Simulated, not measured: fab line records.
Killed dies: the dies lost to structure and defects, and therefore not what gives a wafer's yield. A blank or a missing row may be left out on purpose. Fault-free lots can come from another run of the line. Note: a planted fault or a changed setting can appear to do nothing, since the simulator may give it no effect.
fab line records	flow n5-finfet
record: lots: 11	wafers: 32	last-day: 17
route steps=1938 shown BEOL_M13@1706 PASSIVATION@1906
lots untouched by any fault: they come from a run of this same line in which no faults occurred
start-h: hours from the record's first day to the start of the lot's first wafer shown	wait-h: hours elapsed since this lot's preceding step	" same as the row above	L1.1+2: a row that stands for several wafers	- no value, or no start was given	* or withheld: withheld	< > ~ a bound
route shown NAME@n: names a module that has steps shown in the file, with the first one's number in the route	usual: mean/standard deviation taken from wafers without a fault	same: alike in all rows	chamber/n: place in a boat	sites: readings site by site	_std_site: standard deviation of those values	_edge_site: outer sites' mean less inner sites'	radius-mm: how far each site lies from the wafer's centre	mask NAME#n: copy n	behind: the last tool/chamber to shape the wafer	hold: why the lot went on hold/how many hours it stayed there/how the hold came to an end	device: names the non-switching transistor (n, p or np)	end of line: tests run on the same wafers once the route is complete	where a step has no rows: the recipe by itself	killed: dies lost to structure and defects at the first sort, not the wafer's yield	map: per-die view of a wafer (x killed, . not killed, _ where there is no die)
set.NAME: the setting the step ran with; set.NAME@STEP: the setting that earlier step ran with	model.NAME: the simulator's own value behind a step, which no gauge read
route steps across a sampled set of lots; one table per step, one row per wafer
services: a tool's chamber out of use, with start hour (start-h, from the record's first day; less than 0 if before it), hours out, and reason
== steps ==
step: N5_BEOL_M13_SPUTTER_44
recipe: material: Ta	target-thk-a: 100	temp-c: 50	bias-v: 80	power-w: 15000	chamber-pressure-pa: 0.07	time-s: 16.13
usual: susceptor-temp-C: 50.00/0.11	throttle-valve-pct: 30.0/0.92
lot.wafer	tool	chamber	start-h	wait-h	susceptor-temp-C	throttle-valve-pct
L747.2	pvd-sputter-02	-	250.76	0.0	49.95	30.3
L747.4	"	-	"	"	49.86	30.3
L747.6	"	-	"	"	50.05	30.4
L749.3	pvd-sputter-02	-	251.76	0.0	49.92	30.2
L749.4	"	-	"	"	49.98	30.4
L749.5	"	-	"	"	49.98	30.1
L756.3	pvd-sputter-03	-	285.00	0.0	50.08	31.4
L756.4	"	-	"	"	49.97	30.4
L756.6	"	-	"	"	50.12	30.1
L758.2	pvd-sputter-03	-	304.27	0.0	50.05	28.7
L758.3	"	-	"	"	49.98	29.6
L758.6	"	-	"	"	50.09	29.9
L757.1	pvd-sputter-03	-	314.78	0.0	49.99	29.5
L757.3	"	-	"	"	50.13	30.1
L757.4	"	-	"	"	50.00	31.7
L759.2	pvd-sputter-03	-	317.24	0.0	50.09	31.4
L759.3	"	-	"	"	50.06	29.9
L759.6	"	-	"	"	49.90	29.4
L760.2	pvd-sputter-02	-	319.99	0.0	50.06	30.4
L760.4	"	-	"	"	49.96	30.3
L760.6	"	-	"	"	49.79	30.3
L763.2	pvd-sputter-01	-	347.00	0.0	50.01	30.5
L763.4	"	-	"	"	50.05	27.7
L763.6	"	-	"	"	50.03	30.4
L767.1	pvd-sputter-01	-	362.45	0.0	50.12	30.1
L767.4	"	-	"	"	49.91	30.5
L767.6	"	-	"	"	50.04	29.8
L765.3	pvd-sputter-02	-	362.49	0.0	50.12	30.3
L765.4	"	-	"	"	49.89	30.2
L770.2	pvd-sputter-01	-	373.85	0.0	50.17	27.8
L770.5	"	-	"	"	50.14	27.6
L770.6	"	-	"	"	49.96	30.5
step: N5_PASSIVATION_OVL_MEAS_63
recipe: points-per-wafer: 44
usual: PAD_OVL: -3/5.6
lot.wafer	tool	chamber	start-h	wait-h	PAD_OVL[nm]
L749.3	overlay-01	0	274.31	0.0	-4
L749.4	"	0	"	"	-4
L749.5	"	0	"	"	-8
L747.2	overlay-02	0	274.65	0.0	2
L747.4	"	0	"	"	8
L747.6	"	0	"	"	0
L756.3	overlay-02	0	305.51	0.0	-6
L756.4	"	0	"	"	-10
L756.6	"	0	"	"	-15
L758.2	overlay-01	0	324.25	0.0	-21
L758.3	"	0	"	"	-7
L758.6	"	0	"	"	-14
L757.1	overlay-01	0	336.50	0.0	0
L757.3	"	0	"	"	-10
L757.4	"	0	"	"	-7
L759.2	overlay-02	0	336.72	0.0	-11
L759.3	"	0	"	"	1
L759.6	"	0	"	"	-5
L760.2	overlay-01	0	340.60	0.0	-3
L760.4	"	0	"	"	1
L760.6	"	0	"	"	1
L763.2	overlay-01	0	373.76	0.0	2
L763.4	"	0	"	"	-3
L763.6	"	0	"	"	-1
L767.1	overlay-01	0	384.78	0.0	0
L767.4	"	0	"	"	-9
L767.6	"	0	"	"	-4
L765.3	overlay-02	0	389.83	0.0	2
L765.4	"	0	"	"	1
L770.2	overlay-02	0	401.53	0.0	0
L770.5	"	0	"	"	-13
L770.6	"	0	"	"	-6
step: N5_PASSIVATION_ETCH_54
recipe: chemistry: CHF3/O2	target: SiO2	target-depth-a: 8800	CHF3_flow_sccm: 50	O2_flow_sccm: 5	Ar_flow_sccm: 200	time-s: 440	mask-material: PR	pressure-mtorr: 30	source-w: 650	bias-w: 170	ion-energy-ev: 200
usual: drypump-motor-current-A: 6.0/0.38	oes_f_703_au: 0.81/0.091	oes-product-au: 0.81/0.084	rf-vpp-V: 520/18	showerhead-plenum-p-Torr: 2.42/0.068	throttle-valve-pct: 18.79/0.25
lot.wafer	tool	chamber	start-h	wait-h	drypump-motor-current-A	oes_f_703_au	oes-product-au	rf-hours-counter-h	rf-vpp-V	showerhead-plenum-p-Torr	throttle-valve-pct
L747.2	rie-diel-03	1	276.71	0.1	5.5	0.65	0.69	220	535	2.48	18.74
L747.4	"	3	"	"	5.9	0.72	0.70	224	507	2.38	19.11
L747.6	"	0	"	"	6.5	0.77	0.83	-	551	2.45	19.10
L749.3	rie-diel-06	0	276.87	0.1	6.0	0.84	0.83	63	497	2.55	18.95
L749.4	"	3	"	"	5.5	0.77	0.72	221	517	2.38	18.92
L749.5	"	2	"	"	5.9	0.92	0.91	-	501	2.36	18.68
L756.3	rie-diel-06	2	307.75	0.1	5.9	0.90	0.89	35	500	2.36	18.67
L756.4	"	1	"	"	6.6	0.86	0.88	50	525	2.44	18.53
L756.6	"	0	"	"	6.0	0.84	0.82	-	498	2.54	18.96
L758.2	rie-diel-06	1	326.80	0.1	6.6	0.85	0.86	59	524	2.44	18.54
L758.3	"	2	"	"	6.0	0.90	0.88	43	500	2.36	18.70
L758.6	"	1	"	"	6.6	0.85	0.87	-	525	2.44	18.54
L757.1	rie-diel-04	0	339.02	0.1	6.0	0.67	0.69	249	504	2.26	18.60
L757.3	"	3	"	"	6.3	0.93	0.93	23	524	2.44	18.20
L757.4	"	0	"	"	6.0	0.67	0.68	-	503	2.26	18.62
L759.2	rie-diel-03	0	339.62	0.1	6.5	0.76	0.81	88	549	2.44	19.13
L759.3	"	1	"	"	5.6	0.64	0.67	240	535	2.48	18.77
L759.6	"	3	"	"	5.9	0.71	0.69	-	508	2.38	19.14
L760.2	rie-diel-04	2	342.66	0.1	5.6	0.77	0.75	119	523	2.32	18.68
L760.4	"	3	"	"	6.3	0.93	0.92	-	525	2.43	18.21
L760.6	"	0	"	"	6.0	0.67	0.68	-	504	2.26	18.61
L763.2	rie-diel-03	0	376.40	0.2	6.5	0.74	0.80	106	550	2.43	19.15
L763.4	"	0	"	"	6.5	0.73	0.79	-	550	2.43	19.17
L763.6	"	1	"	"	5.5	0.62	0.66	-	534	2.47	18.80
L767.1	rie-diel-03	0	387.18	0.1	6.5	0.74	0.79	111	551	2.43	19.15
L767.4	"	0	"	"	6.5	0.73	0.79	-	549	2.43	19.16
L767.6	"	3	"	"	5.8	0.98	0.95	-	506	2.37	18.73
L765.3	rie-diel-03	3	391.90	0.1	5.9	0.97	0.94	4	507	2.37	18.73
L765.4	"	3	"	"	5.9	0.97	0.94	-	507	2.37	18.73
L770.2	rie-diel-04	3	403.75	0.1	6.3	0.89	0.89	45	524	2.43	18.24
L770.5	"	2	"	"	5.6	0.75	0.73	-	522	2.31	18.72
L770.6	"	1	"	"	6.6	0.86	0.90	-	552	2.43	18.53
step: N5_PASSIVATION_STRIP_48
recipe: chemistry: O2	power-w: 600	temp-c: 60	pressure-mtorr: 30	rf-frequency-hz: 6e+07	bias-power-w: 0	overash-fraction: 0.5	o2-flow-sccm: 225
usual: drypump-motor-current-A: 6.0/0.39	oes-product-au: 0.81/0.09	rf-vpp-V: 3.9/2.4	showerhead-plenum-p-Torr: 2.11/0.06	throttle-valve-pct: 16.68/0.21
lot.wafer	tool	chamber	start-h	wait-h	drypump-motor-current-A	oes-product-au	rf-hours-counter-h	rf-vpp-V	showerhead-plenum-p-Torr	throttle-valve-pct
L747.2	rie-diel-03	1	277.00	0.1	5.5	0.67	220	3.5	2.17	16.72
L747.4	"	3	"	"	5.9	0.71	224	4.3	2.06	16.98
L747.6	"	0	"	"	6.5	0.86	-	3.9	2.12	16.86
L749.3	rie-diel-06	0	277.16	0.1	6.0	0.83	63	1.2	2.23	16.82
L749.4	"	3	"	"	5.6	0.69	222	1.3	2.07	16.74
L749.5	"	2	"	"	5.9	0.90	-	3.3	2.08	16.66
L756.3	rie-diel-06	2	308.03	0.1	6.0	0.86	35	2.1	2.07	16.64
L756.4	"	1	"	"	6.6	0.89	51	1.4	2.12	16.35
L756.6	"	0	"	"	6.1	0.82	-	2.0	2.22	16.84
L758.2	rie-diel-06	1	327.09	0.1	6.6	0.90	59	2.8	2.12	16.25
L758.3	"	2	"	"	5.8	0.89	43	6.3	2.07	16.67
L758.6	"	1	"	"	6.6	0.88	-	6.8	2.12	16.38
L757.1	rie-diel-04	0	339.31	0.1	6.0	0.67	249	4.1	1.97	16.63
L757.3	"	3	"	"	6.3	0.93	23	1.6	2.16	16.31
L757.4	"	0	"	"	6.0	0.70	-	2.4	1.97	16.62
L759.2	rie-diel-03	0	339.91	0.1	6.5	0.80	88	8.1	2.11	16.91
L759.3	"	1	"	"	5.6	0.68	240	0.9	2.17	16.74
L759.6	"	3	"	"	5.9	0.68	-	4.2	2.05	17.00
L760.2	rie-diel-04	2	342.95	0.1	5.5	0.78	119	3.8	2.04	16.70
L760.4	"	3	"	"	6.3	0.94	-	1.9	2.16	16.29
L760.6	"	0	"	"	6.0	0.68	-	3.7	1.97	16.63
L763.2	rie-diel-03	0	376.83	0.3	6.5	0.79	107	1.3	2.11	17.03
L763.4	"	0	"	"	6.5	0.79	-	0.6	2.10	16.94
L763.6	"	1	"	"	5.5	0.61	-	2.3	2.16	16.69
L767.1	rie-diel-03	0	387.47	0.1	6.5	0.81	112	3.1	2.10	16.91
L767.4	"	0	"	"	6.5	0.78	-	2.7	2.10	16.98
L767.6	"	3	"	"	5.9	0.96	-	2.5	2.05	16.50
L765.3	rie-diel-03	3	392.19	0.1	5.9	0.97	5	5.6	2.05	16.54
L765.4	"	3	"	"	5.9	0.97	-	0	2.05	16.49
L770.2	rie-diel-04	3	404.04	0.1	6.3	0.88	45	3.7	2.15	16.30
L770.5	"	2	"	"	5.5	0.74	-	1.2	2.03	16.74
L770.6	"	1	"	"	6.6	0.93	-	6.0	2.13	16.37
step: N5_PASSIVATION_PROBE_49
usual: defect-limited-yield: 91.2/1.5	killed_at_M0_to_M3: 31/10	killed_at_M4_up: 15/5.9	killed-at-contacts: 13/6	killed-at-front-end: 41/11	killed-at-other: 4/3.1	killed-dies: 104/18	killed-on-rim: 14/4.1	killed-open: 68/13	killed-short: 33/8.1	sort_bin_4_leakage: 0.00/0.03	sort_bin_5_function: 5.1/1.1	sort_bin_6_memory: 3.2/0.69	sort_bin_8_speed: 0.01/0.045	sort-n-pass: 1076/18	sort-yield-pct: 91.2/1.5
same: gross-dies: 1180	killed-at-back-side: 0
lot.wafer	tool	chamber	start-h	wait-h	defect-limited-yield[%]	killed_at_M0_to_M3	killed_at_M4_up	killed-at-contacts	killed-at-front-end	killed-at-other	killed-dies	killed-on-rim	killed-open	killed-short	sort_bin_4_leakage[%]	sort_bin_5_function[%]	sort_bin_6_memory[%]	sort_bin_8_speed[%]	sort-n-pass	sort-yield-pct[%]
L747.2	prober-01	-	279.54	0.1	91.3	23	6	25	44	5	103	16	68	35	0	4.7	3.9	0	1077	91.3
L747.4	prober-01	-	279.64	0.2	92.7	24	12	12	36	2	86	14	47	36	0	4.3	2.8	0	1094	92.7
L747.6	prober-01	-	279.74	0.3	91.0	32	9	17	45	3	106	15	67	37	0	5.3	3.4	0	1074	91.0
L749.3	prober-02	-	279.75	0.1	92.0	27	15	23	28	1	94	14	64	29	0	5.2	2.6	0	1086	92.0
L749.4	prober-02	-	279.80	0.2	92.7	29	12	15	23	7	86	6	57	28	0	4.7	2.4	0	1094	92.7
L749.5	prober-02	-	279.85	0.2	89.5	38	21	25	35	5	124	21	95	26	0	6.4	4.0	0	1056	89.5
L756.3	prober-02	-	310.64	0.1	90.2	43	15	14	40	4	116	13	76	40	0	5.9	3.6	0	1064	90.2
L756.4	prober-02	-	310.69	0.2	93.7	36	5	6	25	2	74	10	51	22	0	2.7	3.4	0	1106	93.7
L756.6	prober-02	-	310.79	0.3	90.7	31	21	14	42	2	110	16	72	38	0	5.5	3.4	0	1070	90.7
L758.2	prober-01	-	329.63	0.1	91.9	25	6	7	51	6	95	10	51	44	0	4.7	3.2	0	1085	91.9
L758.3	prober-01	-	329.68	0.1	90.1	25	15	20	55	2	117	11	70	45	0	6.0	3.6	0	1063	90.1
L758.6	prober-01	-	329.83	0.3	90.0	39	18	9	51	1	118	15	74	43	0	6.4	3.1	0	1062	90.0
L757.1	prober-01	-	342.66	0.9	91.7	41	14	11	30	2	98	11	60	37	0	5.1	2.8	0	1082	91.7
L757.3	prober-01	-	342.76	1.0	90.5	49	13	10	38	2	112	18	74	37	0	5.8	3.2	0.25	1065	90.3
L757.4	prober-01	-	342.81	1.0	90.0	46	10	3	58	1	118	20	76	41	0	5.8	3.7	0	1062	90.0
L759.2	prober-01	-	343.01	0.6	91.7	17	32	5	44	0	98	9	72	25	0	4.8	3.1	0	1082	91.7
L759.3	prober-01	-	343.06	0.7	93.1	22	18	7	33	2	82	12	55	26	0	4.1	2.8	0	1098	93.1
L759.6	prober-01	-	343.21	0.8	91.2	23	20	22	34	5	104	16	67	37	0.08	4.6	4.2	0	1075	91.1
L760.2	prober-01	-	345.49	0.1	93.1	26	12	10	28	5	81	15	56	24	0	4.3	2.3	0	1099	93.1
L760.4	prober-01	-	345.59	0.2	89.2	36	19	16	50	6	127	13	85	41	0	6.2	4.2	0	1053	89.2
L760.6	prober-01	-	345.69	0.3	91.7	28	21	0	40	9	98	11	66	32	0	4.7	3.5	0	1082	91.7
L763.2	prober-01	-	379.41	0.1	91.9	32	19	13	31	1	96	14	73	23	0	4.7	3.1	0	1084	91.9
L763.4	prober-01	-	379.51	0.2	91.0	37	12	14	36	7	106	15	74	29	0.17	5.1	3.6	0	1072	90.8
L763.6	prober-01	-	379.61	0.3	91.9	27	14	12	38	5	96	10	68	18	0	4.6	2.7	0	1084	91.9
L767.1	prober-01	-	389.96	0.0	93.6	28	12	7	29	0	76	11	46	25	0	3.7	2.5	0	1104	93.6
L767.4	prober-01	-	390.11	0.2	90.8	33	15	6	54	0	108	15	70	34	0	5.0	3.8	0	1072	90.8
L767.6	prober-01	-	390.21	0.3	91.4	49	12	6	32	3	102	12	70	30	0	5.7	2.6	0	1078	91.4
L765.3	prober-02	-	394.80	0.1	81.9	14	135	11	49	5	214	29	53	36	0	10.4	3.8	0	966	81.9
L765.4	prober-02	-	394.85	0.2	90.3	23	31	11	44	6	115	18	78	37	0	5.7	3.8	0	1065	90.3
L770.2	prober-01	-	406.60	0.1	91.8	21	18	16	41	1	97	11	64	25	0.17	4.7	2.8	0.08	1081	91.6
L770.5	prober-01	-	406.75	0.2	92.4	19	16	13	42	0	90	15	61	26	0	4.6	2.7	0	1090	92.4
L770.6	prober-01	-	406.80	0.3	92.1	19	12	10	49	3	93	14	61	24	0	4.8	2.8	0	1087	92.1
killed by level:class
L747.2 MOL_CONTACT_COAG:geometric-particle:open=19 DUMMY_GATE:geometric-particle:open=12 BEOL_M0_SAQP:geometric-particle:short=8 STI_FIN_REVEAL:geometric-particle:open=6 MOL_CONTACT_COAG:geometric-particle:short=6 FIN_SAQP:geometric-particle:short=5 FIN_SAQP:geometric-particle:open=5 BEOL_M0_SAQP:geometric-particle:open=5
L747.4 MOL_CONTACT_COAG:geometric-particle:open=9 BEOL_M0_SAQP:geometric-particle:short=9 STI_FIN_REVEAL:geometric-particle:open=7 GATE_CUT:geometric-particle:short=7 BEOL_M0_SAQP:geometric-particle:open=5 DUMMY_GATE:geometric-particle:open=4 STARTING-WAFER:geometric-particle:open=4 FIN_SAQP:geometric-particle:short=3
L747.6 MOL_CONTACT_COAG:geometric-particle:open=14 STI_FIN_REVEAL:geometric-particle:open=13 BEOL_M0_SAQP:geometric-particle:open=11 GATE_CUT:geometric-particle:short=7 BEOL_M0_SAQP:geometric-particle:short=7 FIN_SAQP:geometric-particle:open=6 STI_FIN_REVEAL:geometric-particle:short=5 BEOL_M2:geometric-particle:open=5
L749.3 MOL_CONTACT_COAG:geometric-particle:open=18 DUMMY_GATE:geometric-particle:open=8 BEOL_M4:geometric-particle:open=7 BEOL_M0_SAQP:geometric-particle:short=6 BEOL_M1:geometric-particle:open=6 MOL_CONTACT_COAG:geometric-particle:short=5 BEOL_M4:geometric-particle:short=5 GATE_CUT:geometric-particle:short=4
L749.4 MOL_CONTACT_COAG:geometric-particle:open=13 BEOL_M2:geometric-particle:open=12 BEOL_M0_SAQP:geometric-particle:short=7 FIN_SAQP:geometric-particle:open=5 STI_FIN_REVEAL:geometric-particle:open=5 PAD_METAL:geometric-particle:short=4 FIN_SAQP:geometric-particle:short=3 BEOL_M0_SAQP:geometric-particle:open=3
L749.5 MOL_CONTACT_COAG:geometric-particle:open=22 BEOL_M4:geometric-particle:open=12 STI_FIN_REVEAL:geometric-particle:open=10 BEOL_M1:geometric-particle:open=9 BEOL_M2:geometric-particle:open=9 BEOL_M0_SAQP:geometric-particle:short=7 DUMMY_GATE:geometric-particle:open=6 BEOL_M0_SAQP:geometric-particle:open=6
L756.3 FIN_SAQP:geometric-particle:open=13 BEOL_M0_SAQP:geometric-particle:open=13 MOL_CONTACT_COAG:geometric-particle:open=11 BEOL_M0_SAQP:geometric-particle:short=9 BEOL_M3:geometric-particle:open=8 FIN_SAQP:geometric-particle:short=6 BEOL_M4:geometric-particle:open=6 BEOL_M3:geometric-particle:short=5
L756.4 BEOL_M3:geometric-particle:open=16 BEOL_M0_SAQP:geometric-particle:open=6 FIN_SAQP:geometric-particle:open=5 STI_FIN_REVEAL:geometric-particle:open=4 GATE_CUT:geometric-particle:short=4 MOL_CONTACT_COAG:geometric-particle:open=4 BEOL_M1:geometric-particle:open=4 BEOL_M4:geometric-particle:open=4
L756.6 FIN_SAQP:geometric-particle:open=16 FIN_SAQP:geometric-particle:short=11 MOL_CONTACT_COAG:geometric-particle:open=10 BEOL_M3:geometric-particle:open=10 BEOL_M4:geometric-particle:open=7 BEOL_M0_SAQP:geometric-particle:short=5 MOL_CONTACT_COAG:geometric-particle:short=4 BEOL_M1:geometric-particle:short=4
L758.2 FIN_SAQP:geometric-particle:short=15 FIN_SAQP:geometric-particle:open=14 MOL_CONTACT_COAG:geometric-particle:open=7 GATE_CUT:geometric-particle:short=4 GATE_CUT:geometric-particle:open=4 BEOL_M0_SAQP:geometric-particle:short=4 BEOL_M0:geometric-particle:short=4 BEOL_M1:geometric-particle:open=4
L758.3 FIN_SAQP:geometric-particle:short=16 MOL_CONTACT_COAG:geometric-particle:open=16 FIN_SAQP:geometric-particle:open=12 GATE_CUT:geometric-particle:short=11 BEOL_M4:geometric-particle:open=8 STI_FIN_REVEAL:geometric-particle:open=5 BEOL_M0_SAQP:geometric-particle:short=5 BEOL_M1:geometric-particle:open=5
L758.6 FIN_SAQP:geometric-particle:short=16 BEOL_M0:geometric-particle:open=12 GATE_CUT:geometric-particle:short=9 FIN_SAQP:geometric-particle:open=8 MOL_CONTACT_COAG:geometric-particle:open=8 BEOL_M3:geometric-particle:open=7 BEOL_M2:geometric-particle:open=6 STI_FIN_REVEAL:geometric-particle:open=5
L757.1 BEOL_M2:geometric-particle:open=11 BEOL_M0_SAQP:geometric-particle:short=10 FIN_SAQP:geometric-particle:open=9 MOL_CONTACT_COAG:geometric-particle:open=9 BEOL_M0_SAQP:geometric-particle:open=8 STARTING-WAFER:geometric-particle:short=7 BEOL_M0:geometric-particle:open=6 BEOL_M4:geometric-particle:open=6
L757.3 BEOL_M2:geometric-particle:open=15 FIN_SAQP:geometric-particle:open=12 BEOL_M0_SAQP:geometric-particle:open=12 FIN_SAQP:geometric-particle:short=8 BEOL_M2:geometric-particle:short=7 MOL_CONTACT_COAG:geometric-particle:open=6 BEOL_M0_SAQP:geometric-particle:short=6 MOL_CONTACT_COAG:geometric-particle:short=4
L757.4 FIN_SAQP:geometric-particle:open=21 BEOL_M2:geometric-particle:open=19 BEOL_M0_SAQP:geometric-particle:short=10 FIN_SAQP:geometric-particle:short=8 STI_FIN_REVEAL:geometric-particle:open=4 DUMMY_GATE:geometric-particle:open=4 GATE_CUT:geometric-particle:short=4 BEOL_M1:geometric-particle:open=4
L759.2 STI_FIN_REVEAL:geometric-particle:open=15 BEOL_M4:geometric-particle:open=15 STARTING-WAFER:geometric-particle:open=7 BEOL_M5:geometric-particle:open=6 FIN_SAQP:geometric-particle:short=5 DUMMY_GATE:geometric-particle:open=5 BEOL_M3:geometric-particle:open=4 BEOL_M0_SAQP:geometric-particle:short=4
L759.3 BEOL_M4:geometric-particle:open=11 FIN_SAQP:geometric-particle:open=7 STI_FIN_REVEAL:geometric-particle:open=7 FIN_SAQP:geometric-particle:short=6 MOL_CONTACT_COAG:geometric-particle:open=6 BEOL_M0_SAQP:geometric-particle:short=6 BEOL_M3:geometric-particle:open=4 BEOL_M2:geometric-particle:open=4
L759.6 MOL_CONTACT_COAG:geometric-particle:open=16 FIN_SAQP:geometric-particle:short=11 FIN_SAQP:geometric-particle:open=9 BEOL_M4:geometric-particle:open=9 STI_FIN_REVEAL:geometric-particle:open=8 BEOL_M0_SAQP:geometric-particle:short=7 MOL_CONTACT_COAG:geometric-particle:short=6 BEOL_M0:geometric-particle:open=4
L760.2 MOL_CONTACT_COAG:geometric-particle:open=8 BEOL_M2:geometric-particle:open=8 STI_FIN_REVEAL:geometric-particle:open=7 BEOL_M2:geometric-particle:short=7 FIN_SAQP:geometric-particle:open=6 BEOL_M0:geometric-particle:open=6 BEOL_M4:geometric-particle:open=5 STI_FIN_REVEAL:geometric-particle:short=4
L760.4 FIN_SAQP:geometric-particle:open=17 BEOL_M2:geometric-particle:open=17 MOL_CONTACT_COAG:geometric-particle:open=13 FIN_SAQP:geometric-particle:short=10 STI_FIN_REVEAL:geometric-particle:open=8 BEOL_M0_SAQP:geometric-particle:short=6 BEOL_M5:geometric-particle:open=5 SPACER0:geometric-particle:open=3
L760.6 FIN_SAQP:geometric-particle:open=11 FIN_SAQP:geometric-particle:short=9 BEOL_M0_SAQP:geometric-particle:open=9 BEOL_M4:geometric-particle:open=9 BEOL_M2:geometric-particle:open=7 BEOL_M0_SAQP:geometric-particle:short=5 BEOL_M5:geometric-particle:open=5 STI_FIN_REVEAL:geometric-particle:open=4
L763.2 STI_FIN_REVEAL:geometric-particle:open=11 MOL_CONTACT_COAG:geometric-particle:open=11 BEOL_M3:geometric-particle:open=9 BEOL_M0_SAQP:geometric-particle:open=7 BEOL_M2:geometric-particle:short=7 BEOL_M4:geometric-particle:open=7 FIN_SAQP:geometric-particle:open=5 BEOL_M2:geometric-particle:open=5
L763.4 STI_FIN_REVEAL:geometric-particle:open=15 MOL_CONTACT_COAG:geometric-particle:open=12 BEOL_M2:geometric-particle:open=10 BEOL_M0_SAQP:geometric-particle:short=8 BEOL_M1:geometric-particle:open=6 FIN_SAQP:geometric-particle:open=5 BEOL_M3:geometric-particle:open=5 BEOL_M4:geometric-particle:open=5
L763.6 STI_FIN_REVEAL:geometric-particle:open=10 MOL_CONTACT_COAG:geometric-particle:open=10 HKMG_FIN:area-etch=9 BEOL_M3:geometric-particle:open=7 BEOL_M0_SAQP:geometric-particle:open=6 BEOL_M1:geometric-particle:open=6 BEOL_M2:geometric-particle:open=5 BEOL_M4:geometric-particle:open=4
L767.1 BEOL_M1:geometric-particle:open=9 STI_FIN_REVEAL:geometric-particle:open=5 MOL_CONTACT_COAG:geometric-particle:open=5 BEOL_M0_SAQP:geometric-particle:open=5 GATE_CUT:geometric-particle:short=4 BEOL_M0_SAQP:geometric-particle:short=4 STARTING-WAFER:geometric-particle:short=4 SPACER0:geometric-particle:open=3
L767.4 FIN_SAQP:geometric-particle:open=16 GATE_CUT:geometric-particle:short=11 GATE_CUT:geometric-particle:open=7 MOL_CONTACT_COAG:geometric-particle:open=6 BEOL_M0_SAQP:geometric-particle:open=5 BEOL_M1:geometric-particle:open=5 BEOL_M2:geometric-particle:open=5 BEOL_M3:geometric-particle:open=5
L767.6 BEOL_M0_SAQP:geometric-particle:open=17 BEOL_M0_SAQP:geometric-particle:short=8 GATE_CUT:geometric-particle:open=7 FIN_SAQP:geometric-particle:open=6 GATE_CUT:geometric-particle:short=5 MOL_CONTACT_COAG:geometric-particle:open=5 BEOL_M0:geometric-particle:open=4 BEOL_M1:geometric-particle:open=4
L765.3 BEOL_M13:unspecified=120 FIN_SAQP:geometric-particle:open=13 FIN_SAQP:geometric-particle:short=9 MOL_CONTACT_COAG:geometric-particle:open=8 STI_FIN_REVEAL:geometric-particle:open=7 BEOL_M3:geometric-particle:open=6 HKMG_FIN:area-etch=5 BEOL_M4:geometric-particle:open=4
L765.4 BEOL_M4:geometric-particle:open=19 FIN_SAQP:geometric-particle:open=18 MOL_CONTACT_COAG:geometric-particle:open=8 FIN_SAQP:geometric-particle:short=7 BEOL_M2:geometric-particle:open=6 GATE_CUT:geometric-particle:short=4 BEOL_M0_SAQP:geometric-particle:open=4 BEOL_M4:geometric-particle:short=4
L770.2 MOL_CONTACT_COAG:geometric-particle:open=15 DUMMY_GATE:geometric-particle:open=8 BEOL_M3:geometric-particle:open=7 BEOL_M4:geometric-particle:open=7 FIN_SAQP:geometric-particle:short=6 BEOL_M1:geometric-particle:open=6 FIN_SAQP:geometric-particle:open=5 GATE_CUT:geometric-particle:short=5
L770.5 STI_FIN_REVEAL:geometric-particle:open=11 MOL_CONTACT_COAG:geometric-particle:open=10 BEOL_M4:geometric-particle:open=7 DUMMY_GATE:geometric-particle:open=6 FIN_SAQP:geometric-particle:open=5 GATE_CUT:geometric-particle:short=4 STARTING-WAFER:geometric-particle:short=4 BEOL_M1:geometric-particle:open=4
L770.6 FIN_SAQP:geometric-particle:open=13 MOL_CONTACT_COAG:geometric-particle:open=7 FIN_SAQP:geometric-particle:short=6 STI_FIN_REVEAL:geometric-particle:open=6 DUMMY_GATE:geometric-particle:open=6 GATE_CUT:geometric-particle:open=5 GATE_CUT:geometric-particle:short=4 BEOL_M4:geometric-particle:open=4
== services ==
tool	chamber	start-h	hours	kind
rie-diel-04	3	261.32	-	clean
rie-diel-04	3	261.32	-	consumable-replace:focus-ring
rie-diel-04	3	261.32	18.6	scheduled-down
rie-diel-04	3	261.32	18.6	vent-cycle
rie-diel-04	-	273.17	0.6	repair
rie-diel-04	1	300.68	13.4	repair
rie-diel-04	0	318.84	5.6	repair
rie-diel-06	3	325.95	5.6	repair
rie-diel-04	1	335.80	-	clean
rie-diel-04	1	335.80	-	consumable-replace:focus-ring
rie-diel-04	1	335.80	14.1	scheduled-down
rie-diel-04	1	335.80	14.1	vent-cycle
rie-diel-03	3	352.70	-	clean
rie-diel-03	3	352.70	-	consumable-replace:focus-ring
rie-diel-03	3	352.70	27.8	scheduled-down
rie-diel-03	3	352.70	27.8	vent-cycle
pvd-sputter-03	-	352.72	1.3	repair
rie-diel-03	1	380.71	-	clean
rie-diel-03	1	380.71	-	consumable-replace:focus-ring
rie-diel-03	1	380.71	20.0	scheduled-down
rie-diel-03	1	380.71	20.0	vent-cycle
rie-diel-06	-	385.31	2.8	pm
pvd-sputter-01	-	388.58	3.2	repair
pvd-sputter-03	-	390.76	6.2	repair
== key ==
first-sign: step: N5_PASSIVATION_PROBE_49	reading: killed_at_M4_up	direction: up	sigmas: 20	usual: 15	struck: 135
effect: step: N5_PASSIVATION_PROBE_49	reading: defect-limited-yield	direction: down	sigmas: 6.1	usual: 91.2	struck: 81.9
more-kills-born-at: N5_BEOL_M13_SPUTTER_44@pvd-sputter-02: 120
met-at N5_BEOL_M13_SPUTTER_44
struck-lots L765
struck-wafers L765.3
not-acting-at N5_PASSIVATION_OVL_MEAS_63,N5_PASSIVATION_ETCH_54,N5_PASSIVATION_STRIP_48
onset-between 251.76 362.49
fault: kind: chamber-particle-source	tool: pvd-sputter-02	chamber: -	onset-h: 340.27	steps: N5_BEOL_M13_SPUTTER_44	rate-per-visit-cm2: 1.361	scope: struck-wafers-only
